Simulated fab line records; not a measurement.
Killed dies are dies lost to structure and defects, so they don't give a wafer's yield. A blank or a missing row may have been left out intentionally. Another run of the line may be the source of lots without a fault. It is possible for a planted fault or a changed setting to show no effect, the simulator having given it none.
What tool caused it? -- flow nandHarc -- 6 lots (18 wafers sampled), 1 step of a 1302-step route

## WHAT THE GAUGES READ, wafer by wafer
NHARC_A_CHANNEL_HOLE_D1_CD_MEAS_30.
lot,measured,on,cdNm (nm)
L121,day 9 06:08,cdSem-02,92.3 90.2 89.9
L123,day 9 23:49,cdSem-03,90.7 87.8 90.2
L127,day 11 06:02,cdSem-01,88.6 86.7 87.5
L131,day 13 07:15,cdSem-03,88.5 88.7 89.7
L133,day 14 04:44,cdSem-02,91.8 90.0 91.1
L135,day 15 04:06,cdSem-01,90.0 89.8 88.6

## EACH LOT AND THE TOOL THAT RAN IT (in order: tool; ch and the chambers of the sampled wafers; start)
The record shows no process step preceding these readings.

## THE ANSWER, worked out from the rows above alone
Rule: what is usual is taken from the lots themselves. Put in order of their means at a reading, lots are off if they are a third of the lots or fewer, leave a main group of 4 or more, and stand apart from it by a gap of 3 or more times the standard deviation of the main group's means; of several such gaps the widest counts. Not used: any main group whose means are identical at the precision the tables above print for the reading. A lot without any number at a reading at which 4 lots or more have one is off too. All remaining lots with rows at the step are treated as sound.
Nothing can be told from this: no lot is off at any reading shown.

## WHAT WAS PUT IN BY THE SIMULATOR
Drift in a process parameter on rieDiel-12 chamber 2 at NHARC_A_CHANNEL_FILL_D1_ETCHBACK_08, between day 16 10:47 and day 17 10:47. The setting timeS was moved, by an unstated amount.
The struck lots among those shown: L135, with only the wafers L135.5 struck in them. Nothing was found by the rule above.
